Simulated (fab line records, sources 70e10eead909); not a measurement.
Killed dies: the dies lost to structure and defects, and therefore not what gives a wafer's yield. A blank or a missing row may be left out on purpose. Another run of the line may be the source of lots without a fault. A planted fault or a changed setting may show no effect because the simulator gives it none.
Commonality check across tools | flow nandHarc | Sampled: 12 lots, 36 wafers

== WHY THIS WAS OPENED ==
At NHARC_A_M1_THK_MEAS_24 the reading thkNm is flagged on 2 of 12 lots. No-fault wafers: 154.0 nm, standard deviation 1.5.
Rule: a lot is flagged when every wafer of it that has a number lies more than 4 standard deviations from that mean, or none has a number. All remaining lots are regarded as sound.

lot  | measured     | on           | thkNm (nm), wafer by wafer | flag
L999 | day 23 18:59 | filmMetro-02 | 153.2 155.8 153.9          | 
L104 | day 26 01:36 | filmMetro-01 | 155.9 154.1 154.0          | 
L103 | day 26 01:56 | filmMetro-02 | 155.2 155.1 153.4          | 
L105 | day 26 07:21 | filmMetro-02 | 29.1 27.8 28.8             | FLAGGED
L106 | day 26 17:01 | filmMetro-01 | 30.4 30.5 30.5             | FLAGGED
L114 | day 29 11:28 | filmMetro-02 | 154.0 154.9 154.7          | 
L111 | day 29 20:40 | filmMetro-02 | 153.1 154.5 152.2          | 
L116 | day 30 11:39 | filmMetro-01 | 155.6 153.3 152.7          | 
L115 | day 30 12:26 | filmMetro-01 | 152.7 154.3 153.6          | 
L118 | day 31 05:38 | filmMetro-02 | 154.9 154.4 154.4          | 
L120 | day 31 12:58 | filmMetro-02 | 155.3 152.0 155.5          | 
L119 | day 31 19:09 | filmMetro-01 | 154.4 154.6 151.3          | 
The numbers of the flagged lots are 29.5 nm on average: -124.5 nm against the usual, or -83 standard deviations.

== LOT BY LOT: THE TOOL USED ==
The record holds 4 process steps before the reading, out of a route of 1302 steps. Every cell lists first the tool, next ch and the chambers used by the sampled wafers, and last the start.
lot  | flag    | NHARC_A_M1_ETCH_35                | NHARC_A_M1_ECD_22             | NHARC_A_M1_ANNEAL_31            | NHARC_A_M1_CMP_23
L999 |         | rieDiel-12 ch 0,3, day 23 16:26   | ecdCu-01 ch 0,1, day 23 17:43 | rtpAnneal-01 ch 0, day 23 18:20 | cmp-02 ch 0,1,2, day 23 18:41
L104 |         | rieDiel-09 ch 0,2,3, day 25 23:16 | ecdCu-01 ch 0,1, day 26 00:34 | rtpAnneal-02 ch 0, day 26 00:56 | cmp-04 ch 0,1, day 26 01:17
L103 |         | rieDiel-01 ch 0,1,2, day 25 23:14 | ecdCu-01 ch 0,1, day 26 00:52 | rtpAnneal-01 ch 0, day 26 01:16 | cmp-02 ch 0,2,3, day 26 01:40
L105 | FLAGGED | rieDiel-09 ch 0,2, day 26 05:02   | ecdCu-02 ch 0,1, day 26 06:25 | rtpAnneal-02 ch 0, day 26 06:48 | cmp-04 ch 0,1,2, day 26 07:05
L106 | FLAGGED | rieDiel-09 ch 0,2,3, day 26 14:42 | ecdCu-02 ch 0,1, day 26 16:05 | rtpAnneal-01 ch 0, day 26 16:28 | cmp-02 ch 0,1,2, day 26 16:44
L114 |         | rieDiel-12 ch 0,1,2, day 29 09:08 | ecdCu-02 ch 0,1, day 29 10:29 | rtpAnneal-02 ch 0, day 29 10:51 | cmp-04 ch 0,2,3, day 29 11:09
L111 |         | rieDiel-12 ch 0,1,2, day 29 18:20 | ecdCu-02 ch 0,1, day 29 19:40 | rtpAnneal-02 ch 0, day 29 20:02 | cmp-03 ch 0,2,3, day 29 20:25
L116 |         | rieDiel-09 ch 1,2,3, day 30 09:20 | ecdCu-01 ch 0,1, day 30 10:37 | rtpAnneal-01 ch 0, day 30 11:00 | cmp-03 ch 2,3, day 30 11:22
L115 |         | rieDiel-01 ch 0,1,2, day 30 10:04 | ecdCu-02 ch 0,1, day 30 11:27 | rtpAnneal-01 ch 0, day 30 11:50 | cmp-02 ch 0,2,3, day 30 12:07
L118 |         | rieDiel-12 ch 0,1,3, day 31 03:17 | ecdCu-02 ch 0,1, day 31 04:35 | rtpAnneal-01 ch 0, day 31 04:58 | cmp-04 ch 0,1, day 31 05:19
L120 |         | rieDiel-01 ch 1,2,3, day 31 10:38 | ecdCu-02 ch 0,1, day 31 11:58 | rtpAnneal-02 ch 0, day 31 12:18 | cmp-03 ch 0,1,3, day 31 12:41
L119 |         | rieDiel-12 ch 1,2,3, day 31 16:46 | ecdCu-02 ch 0,1, day 31 18:06 | rtpAnneal-02 ch 0, day 31 18:29 | cmp-02 ch 0,1,3, day 31 18:52
These steps, and what they do:
- NHARC_A_M1_ETCH_35: etches the open film in N2/H2, target depth 40 nm, overetch 12 nm, time 43.94 s.
- NHARC_A_M1_ECD_22: material Cu, target thk 400 nm.
- NHARC_A_M1_ANNEAL_31: time 90 s.
- NHARC_A_M1_CMP_23: polishes, t overpolish 20 s, target thk 154.34 nm.
- NHARC_A_M1_THK_MEAS_24: measures by xrf.

== FLAGGED OVER TOTAL, TOOL BY TOOL (the gauges that took the reading come last) ==
step                   | tool         | lots run | flagged | share of the flagged lots | sound lots run after its first flagged lot
NHARC_A_M1_ETCH_35     | rieDiel-01   | 3        | 0       | none                      | -
NHARC_A_M1_ETCH_35     | rieDiel-09   | 4        | 2       | all                       | 1 (L116)
NHARC_A_M1_ETCH_35     | rieDiel-12   | 5        | 0       | none                      | -
NHARC_A_M1_ECD_22      | ecdCu-01     | 4        | 0       | none                      | -
NHARC_A_M1_ECD_22      | ecdCu-02     | 8        | 2       | all                       | 6 (L114,L111,L115,L118,L120,L119)
NHARC_A_M1_ANNEAL_31   | rtpAnneal-01 | 6        | 1       | some                      | 3 (L116,L115,L118)
NHARC_A_M1_ANNEAL_31   | rtpAnneal-02 | 6        | 1       | some                      | 4 (L114,L111,L120,L119)
NHARC_A_M1_CMP_23      | cmp-02       | 5        | 1       | some                      | 2 (L115,L119)
NHARC_A_M1_CMP_23      | cmp-03       | 3        | 0       | none                      | -
NHARC_A_M1_CMP_23      | cmp-04       | 4        | 1       | some                      | 2 (L114,L118)
NHARC_A_M1_THK_MEAS_24 | filmMetro-01 | 5        | 1       | some                      | 3 (L116,L115,L119)
NHARC_A_M1_THK_MEAS_24 | filmMetro-02 | 7        | 1       | some                      | 4 (L114,L111,L118,L120)

== WHAT THE TABLE PERMITS ==
In 2 table rows, all flagged lots were run: rieDiel-09 (NHARC_A_M1_ETCH_35), ecdCu-02 (NHARC_A_M1_ECD_22).
- rieDiel-09 at NHARC_A_M1_ETCH_35 ran 4 lots, 2 of them flagged. After the first flagged lot (L116), sound lots still ran on it; a lasting fault on the whole tool would not permit that.
- ecdCu-02 at NHARC_A_M1_ECD_22 ran 8 lots, 2 of them flagged. After the first flagged lot (L114, L111, L115, L118, L120, L119), sound lots still ran on it; a lasting fault on the whole tool would not permit that. On the flagged lots its readings are blank where sound lots have values: bathHeatDutyPct, bathTempC.
There is no row in the table that ran each flagged lot and no sound lot after the first.

== WHAT THE SIMULATOR PUT IN ==
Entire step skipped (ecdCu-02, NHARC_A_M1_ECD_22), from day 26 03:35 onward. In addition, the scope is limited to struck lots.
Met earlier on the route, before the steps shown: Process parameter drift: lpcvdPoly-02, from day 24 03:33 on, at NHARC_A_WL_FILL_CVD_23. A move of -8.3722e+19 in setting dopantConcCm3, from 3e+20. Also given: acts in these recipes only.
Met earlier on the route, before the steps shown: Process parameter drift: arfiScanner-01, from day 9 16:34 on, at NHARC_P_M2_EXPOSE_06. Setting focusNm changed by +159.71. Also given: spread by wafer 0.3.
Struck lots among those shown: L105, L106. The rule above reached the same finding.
